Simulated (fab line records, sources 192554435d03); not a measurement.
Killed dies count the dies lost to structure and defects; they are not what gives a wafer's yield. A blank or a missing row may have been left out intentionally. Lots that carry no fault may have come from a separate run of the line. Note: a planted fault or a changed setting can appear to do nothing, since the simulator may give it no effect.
Which tool was responsible? | flow n5-finfet | Sampling: 24 lots, 72 wafers, 3 of 1938 route steps

== WHAT THE GAUGES SHOWED, per wafer ==
N5_BEOL_M4_CD_MEAS_35: target cd 18 nm, target cd y 22.4 nm. Usual: cd-nm 18.0 nm, standard deviation 0.34.
lot  | measured     | on        | cd-nm (nm)     | flag
L074 | day 7 22:20  | cd-sem-02 | 18.0 17.9 17.7 |
L075 | day 7 18:11  | cd-sem-03 | 18.0 17.9 18.3 |
L077 | day 8 06:20  | cd-sem-03 | 17.7 17.3 18.1 |
L076 | day 8 06:22  | cd-sem-01 | 17.6 18.2 18.5 |
L078 | day 9 04:02  | cd-sem-02 | 17.8 18.1 18.1 |
L079 | day 9 05:59  | cd-sem-01 | 18.0 17.9 18.3 |
L081 | day 9 12:53  | cd-sem-01 | 17.9 18.0 17.4 |
L082 | day 9 18:47  | cd-sem-03 | 18.1 17.9 18.0 |
L080 | day 9 22:13  | cd-sem-02 | 17.4 18.3 17.9 |
L083 | day 10 10:03 | cd-sem-03 | 18.0 17.9 17.7 |
L084 | day 10 17:43 | cd-sem-03 | 17.7 18.0 17.9 |
L085 | day 10 20:05 | cd-sem-03 | 17.9 18.1 18.3 |
L086 | day 10 16:23 | cd-sem-01 | 18.1 17.7 17.8 |
L087 | day 11 00:16 | cd-sem-01 | 18.1 18.0 18.3 |
L088 | day 11 00:23 | cd-sem-02 | 17.7 17.9 18.2 |
L089 | day 11 17:43 | cd-sem-03 | 17.7 17.9 18.1 |
L090 | day 11 17:50 | cd-sem-02 | 17.9 17.7 18.3 |
L092 | day 12 03:28 | cd-sem-01 | 18.4 18.7 17.7 |
L091 | day 12 15:44 | cd-sem-02 | 17.4 18.1 18.1 |
L093 | day 12 18:08 | cd-sem-03 | 17.8 17.8 17.6 |
L094 | day 12 21:20 | cd-sem-02 | 18.1 17.9 18.5 |
L095 | day 13 08:01 | cd-sem-01 | 17.3 18.0 17.7 |
L096 | day 13 11:33 | cd-sem-01 | 17.5 18.2 17.8 |
L097 | day 14 05:06 | cd-sem-01 | 18.0 18.2 18.1 |

== EACH LOT AND THE TOOL THAT RAN IT (in order: tool; ch and the chambers of the sampled wafers; start) ==
lot  | N5_BEOL_M3_ETCH_77                 | N5_BEOL_M4_ETCH_64
L074 | rie-diel-06 ch 2,3, day 6 21:05    | rie-diel-03 ch 0,1,3, day 7 10:26
L075 | rie-diel-01 ch 0,1,2, day 7 08:01  | rie-diel-02 ch 0,2,3, day 7 14:20
L077 | rie-diel-01 ch 0,3, day 7 11:30    | rie-diel-04 ch 0,1,2, day 8 03:38
L076 | rie-diel-05 ch 1,3, day 7 15:17    | rie-diel-03 ch 1,3, day 8 03:58
L078 | rie-diel-06 ch 0,2,3, day 8 09:23  | rie-diel-03 ch 1,3, day 8 23:56
L079 | rie-diel-05 ch 0,2, day 8 11:45    | rie-diel-04 ch 1,2, day 9 01:59
L081 | rie-diel-06 ch 0,3, day 9 01:11    | rie-diel-02 ch 2,3, day 9 10:23
L082 | rie-diel-05 ch 0,1,3, day 9 07:34  | rie-diel-03 ch 0,2,3, day 9 15:45
L080 | rie-diel-06 ch 1,2, day 9 07:38    | rie-diel-03 ch 0,2,3, day 9 16:08
L083 | rie-diel-05 ch 1,2,3, day 9 14:45  | rie-diel-03 ch 1,2,3, day 10 06:48
L084 | rie-diel-06 ch 0,3, day 9 17:14    | rie-diel-02 ch 1,2, day 10 11:19
L085 | rie-diel-05 ch 1,3, day 9 17:31    | rie-diel-03 ch 0,1,2, day 10 13:13
L086 | rie-diel-01 ch 0,2,3, day 9 22:14  | rie-diel-02 ch 0,2,3, day 10 10:34
L087 | rie-diel-06 ch 0,3, day 10 04:50   | rie-diel-03 ch 1,2,3, day 10 20:46
L088 | rie-diel-01 ch 1,3, day 10 08:44   | rie-diel-02 ch 0,2,3, day 10 20:35
L089 | rie-diel-05 ch 0,2,3, day 10 16:19 | rie-diel-04 ch 1,2,3, day 11 05:54
L090 | rie-diel-01 ch 0,2,3, day 11 05:25 | rie-diel-04 ch 1,2,3, day 11 13:47
L092 | rie-diel-06 ch 0,1,3, day 11 13:17 | rie-diel-03 ch 0,1,3, day 11 23:44
L091 | rie-diel-06 ch 2,3, day 11 18:45   | rie-diel-04 ch 0,1,3, day 12 06:05
L093 | rie-diel-05 ch 0,3, day 11 19:59   | rie-diel-04 ch 0,2,3, day 12 11:01
L094 | rie-diel-05 ch 1,3, day 12 05:07   | rie-diel-04 ch 2,3, day 12 16:34
L095 | rie-diel-06 ch 0,1,3, day 12 19:46 | rie-diel-04 ch 0,3, day 13 03:58
L096 | rie-diel-05 ch 0,1,3, day 12 22:39 | rie-diel-02 ch 0,2, day 13 07:19
L097 | rie-diel-01 ch 0,1,2, day 13 06:43 | rie-diel-04 ch 0,2,3, day 13 22:20
- N5_BEOL_M3_ETCH_77: etches underlayer in N2/H2, target depth 6.5 nm, time 5.2 s.
- N5_BEOL_M4_ETCH_64: etches SOC in N2/H2, target depth 75 nm, overetch 22.5 nm, time 121.9 s.

== WHAT THE TOOLS THEMSELVES READ (means of the sampled wafers that have a number; where no wafer has one, the mark that the record gives instead) ==
N5_BEOL_M3_ETCH_77. Usual: drypump-motor-current-A 5.61 A, standard deviation 0.28; etch-rf-on-time-s 5.21 s, standard deviation 0.12; oes-product-au 0.66 a.u., standard deviation 0.069; rf-vpp-V 524.5 V, standard deviation 1.9; showerhead-plenum-p-Torr 2.57 Torr, standard deviation 0.058; throttle-valve-pct 17.89 %, standard deviation 0.2.
lot  | tool        | drypump-motor-current-A (A) | etch-rf-on-time-s (s) | oes-product-au (a.u.) | rf-vpp-V (V) | showerhead-plenum-p-Torr (Torr) | throttle-valve-pct (%) | flag
L074 | rie-diel-06 | 5.46                        | 5.19                  | 0.65                  | 524.1        | 2.52                            | 17.98                  |
L075 | rie-diel-01 | 5.79                        | 5.27                  | 0.66                  | 524.3        | 2.59                            | 18.06                  |
L077 | rie-diel-01 | 5.88                        | 5.15                  | 0.70                  | 525.9        | 2.63                            | 17.74                  |
L076 | rie-diel-05 | 5.36                        | 5.09                  | 0.68                  | 524.4        | 2.56                            | 17.81                  |
L078 | rie-diel-06 | 5.57                        | 5.20                  | 0.64                  | 523.4        | 2.55                            | 17.97                  |
L079 | rie-diel-05 | 5.72                        | 5.16                  | 0.70                  | 526.5        | 2.61                            | 17.94                  |
L081 | rie-diel-06 | 5.65                        | 5.29                  | 0.65                  | 524.8        | 2.59                            | 17.98                  |
L082 | rie-diel-05 | 5.63                        | 5.11                  | 0.64                  | 525.8        | 2.57                            | 17.85                  |
L080 | rie-diel-06 | 5.48                        | 5.30                  | 0.67                  | 523.2        | 2.55                            | 17.76                  |
L083 | rie-diel-05 | 5.46                        | 5.22                  | 0.66                  | 525.6        | 2.55                            | 17.89                  |
L084 | rie-diel-06 | 5.46                        | 5.24                  | 0.67                  | 524.2        | 2.53                            | 18.00                  |
L085 | rie-diel-05 | 5.37                        | 5.14                  | 0.66                  | 525.0        | 2.55                            | 17.81                  |
L086 | rie-diel-01 | 5.71                        | 5.21                  | 0.64                  | 525.4        | 2.58                            | 17.85                  |
L087 | rie-diel-06 | 5.49                        | 5.14                  | 0.68                  | 523.0        | 2.53                            | 18.02                  |
L088 | rie-diel-01 | 5.82                        | 5.23                  | 0.62                  | 525.7        | 2.62                            | 17.91                  |
L089 | rie-diel-05 | 5.73                        | 5.17                  | 0.64                  | 525.7        | 2.57                            | 17.93                  |
L090 | rie-diel-01 | 5.70                        | 5.21                  | 0.63                  | 525.8        | 2.57                            | 17.87                  |
L092 | rie-diel-06 | 5.48                        | 5.27                  | 0.69                  | 523.5        | 2.56                            | 17.82                  |
L091 | rie-diel-06 | 5.39                        | 5.15                  | 0.66                  | 522.1        | 2.49                            | 18.01                  |
L093 | rie-diel-05 | 5.72                        | 5.27                  | 0.59                  | 523.5        | 2.54                            | 17.94                  |
L094 | rie-diel-05 | 5.36                        | 5.18                  | 0.64                  | 525.1        | 2.55                            | 17.84                  |
L095 | rie-diel-06 | 5.46                        | 5.34                  | 0.67                  | 523.2        | 2.56                            | 17.81                  |
L096 | rie-diel-05 | 5.59                        | 5.19                  | 0.62                  | 523.4        | 2.56                            | 17.88                  |
L097 | rie-diel-01 | 5.79                        | 5.20                  | 0.77                  | 523.9        | 2.57                            | 17.89                  |

N5_BEOL_M4_ETCH_64. Usual: drypump-motor-current-A 5.5 A, standard deviation 0.49; oes-product-au 0.62 a.u., standard deviation 0.062; rf-vpp-V 523.5 V, standard deviation 2.4; showerhead-plenum-p-Torr 2.53 Torr, standard deviation 0.081; throttle-valve-pct 17.8 %, standard deviation 0.3.
lot  | tool        | drypump-motor-current-A (A) | oes-product-au (a.u.) | rf-vpp-V (V) | showerhead-plenum-p-Torr (Torr) | throttle-valve-pct (%) | flag
L074 | rie-diel-03 | 5.5                         | 0.63                  | 523.0        | 2.54                            | 17.8                   |
L075 | rie-diel-02 | 5.2                         | 0.63                  | 523.7        | 2.53                            | 17.7                   |
L077 | rie-diel-04 | 5.4                         | 0.60                  | 523.6        | 2.55                            | 18.0                   |
L076 | rie-diel-03 | 5.2                         | 0.59                  | 524.8        | 2.59                            | 17.7                   |
L078 | rie-diel-03 | 5.2                         | 0.58                  | 524.3        | 2.59                            | 17.7                   |
L079 | rie-diel-04 | 5.4                         | 0.65                  | 523.8        | 2.54                            | 17.8                   |
L081 | rie-diel-02 | 5.2                         | 0.66                  | 526.1        | 2.62                            | 17.6                   |
L082 | rie-diel-03 | 5.8                         | 0.58                  | 524.0        | 2.55                            | 18.0                   |
L080 | rie-diel-03 | 5.7                         | 0.59                  | 524.1        | 2.55                            | 18.0                   |
L083 | rie-diel-03 | 5.5                         | 0.57                  | 523.8        | 2.54                            | 17.8                   |
L084 | rie-diel-02 | 6.0                         | 0.68                  | 522.5        | 2.49                            | 17.4                   |
L085 | rie-diel-03 | 5.8                         | 0.60                  | 522.2        | 2.48                            | 17.8                   |
L086 | rie-diel-02 | 5.2                         | 0.61                  | 522.5        | 2.52                            | 17.8                   |
L087 | rie-diel-03 | 5.5                         | 0.56                  | 522.9        | 2.54                            | 17.8                   |
L088 | rie-diel-02 | 5.2                         | 0.60                  | 523.3        | 2.52                            | 17.8                   |
L089 | rie-diel-04 | 5.8                         | 0.63                  | 524.7        | 2.53                            | 17.8                   |
L090 | rie-diel-04 | 5.8                         | 0.62                  | 523.3        | 2.53                            | 17.8                   |
L092 | rie-diel-03 | 5.5                         | 0.60                  | 523.3        | 2.53                            | 17.8                   |
L091 | rie-diel-04 | 5.7                         | 0.63                  | 523.1        | 2.54                            | 17.9                   |
L093 | rie-diel-04 | 5.4                         | 0.67                  | 522.7        | 2.49                            | 17.7                   |
L094 | rie-diel-04 | 5.5                         | 0.65                  | 522.3        | 2.48                            | 17.6                   |
L095 | rie-diel-04 | 5.8                         | 0.66                  | 522.4        | 2.49                            | 17.6                   |
L096 | rie-diel-02 | 5.1                         | 0.69                  | 525.9        | 2.63                            | 17.7                   |
L097 | rie-diel-04 | 5.4                         | 0.65                  | 522.0        | 2.49                            | 17.7                   |

== THE ANSWER, worked out from the rows above alone ==
Rule: a lot counts as off when the mean over its wafers that have a number is more than 3 standard deviations away from the usual mean. Also off: a lot with no number at a reading for which 4 or more lots have one. Where the step has rows for the other lots, those lots are counted as sound. The gauges are gone through in route order, then the tools' own readings, and for those a lot's mean is taken as printed above. At the first step where some lot is off, the reading lying furthest off is the one used; lots without a number count as furthest.
Across all readings shown, no lot is off: no conclusion can be drawn from this.

== WHAT THE SIMULATOR HAD PUT IN ==
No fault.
